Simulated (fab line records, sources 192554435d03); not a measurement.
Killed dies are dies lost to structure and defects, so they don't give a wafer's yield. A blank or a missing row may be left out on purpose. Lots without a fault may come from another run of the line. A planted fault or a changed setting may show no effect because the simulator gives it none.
A struck lot beside a sound one | flow n5_finfet | 16 steps out of a route of 1938
Sound: wafers L415.1, L415.4, L415.6. Struck: wafer L423.5. (L423.6 of the same lot was not struck and is left out.) The cause comes at the end.
At each step with rows: each side's tool, then ch and its chambers, then its first start. Under that, the readings that differ: sound wafers | struck wafers | difference of the means | sigmas: that difference in standard deviations of wafers without a fault.
alike: readings whose means differ by less than 2 such deviations, and words and numbers that are the same on both sides. not compared: withheld readings, readings that some wafer has no value for, bounds like >300 that may hide the same value, and numbers for which the record gives no deviation and whose values overlap.
The two part at a step that has a row with sigmas, a row that says differs or no value, or rows on one side only. Numbers that don't overlap but have no deviation are shown without sigmas and don't part them. A reading that every wafer of one side lacks parts them only if that side has two wafers or more.

first, 4 steps without rows for these wafers: N5_BEOL_M10_HM_STRIP_39 (strips TiN in peroxide tin strip, target depth 25 nm, time 158 s); N5_BEOL_M10_SRD_40 (time 30 s); N5_BEOL_M10_PRECLEAN_42 (cleans in residue remover, time 60 s); N5_BEOL_M10_SRD_43 (time 30 s).
N5_BEOL_M10_CD_MEAS_35: target cd 70 nm.
  sound on cd_sem-01, day 10 23:48; struck on cd_sem-02, day 13 06:18
  alike: cd_nm
N5_BEOL_M10_CURE_72: cures SiCOH lowk, time 120 s.
  sound on uv_cure-03 ch 2, day 10 23:50; struck on uv_cure-02 ch 2, day 13 06:32
  alike: lamp_power_pct, wafer_temp_C_max
then, 1 step without rows for these wafers: N5_BEOL_M10_DEGAS_44 (time 60 s).
N5_BEOL_M10_PRE_CLEAN_45: time 30 s.
  sound on pvd_sputter-01, day 11 00:20; struck on pvd_sputter-01, day 13 06:47
  alike: heater_power_w
N5_BEOL_M10_ALD_74: deposits TaN, target thk 2 nm, pulse time 2 s, purge time 3 s.
  sound on ald_metal-02 ch 0,2,3, day 11 00:25; struck on ald_metal-03 ch 2, day 13 06:59
  alike: heater_power_w
N5_BEOL_M10_SURFACE_TREAT_76:
  sound on pvd_sputter-01, day 11 00:54; struck on pvd_sputter-02, day 13 08:43
  not compared: pressure_mtorr, throttle_valve_pct
then, 1 step without rows for these wafers: N5_BEOL_M10_CVD_75 (deposits Co from CCTBA/H2, target thk 2 nm, time 138.9 s).
N5_BEOL_M10_SPUTTER_48: material Cu, target thk 12 nm, time 2 s.
  sound on pvd_sputter-01, day 11 01:11; struck on pvd_sputter-02, day 13 08:59
  alike: throttle_valve_pct
N5_BEOL_M10_ECD_50: material Cu, target thk 318 nm.
  sound on ecd_cu-01 ch 0,1, day 11 01:19; struck on ecd_cu-01 ch 1, day 13 09:07
  reading                                 | sound             | struck | difference | sigmas
  model.Cu_of_BEOL_M10_ECD_50.thk_nm (nm) | 320.4 318.6 317.6 | 614.4  | +295.5     |
then, 1 step without rows for these wafers: N5_BEOL_M10_ANNEAL_51 (time 90 s).
N5_BEOL_M10_CMP_52: polishes, stops on SiCOH lowk, t overpolish 7 s, target thk 140 nm.
  sound on cmp-01 ch 0,2, day 11 03:28; struck on cmp-02 ch 3, day 13 10:07
  reading                | sound    | struck | difference | sigmas
  time_to_endpoint_s (s) | 69 67 63 | 124    | +58        | +17
  alike: motor_current_A
N5_BEOL_M10_THK_MEAS_53: measures by xrf.
  sound on film_metro-02, day 11 03:45; struck on film_metro-02, day 13 10:16
  alike: M10_THK

WHERE THEY PART
Only at N5_BEOL_M10_CMP_52, within this record. Later steps at which nothing parts them and some readings are alike: N5_BEOL_M10_THK_MEAS_53.

WHY: what the simulator had put in
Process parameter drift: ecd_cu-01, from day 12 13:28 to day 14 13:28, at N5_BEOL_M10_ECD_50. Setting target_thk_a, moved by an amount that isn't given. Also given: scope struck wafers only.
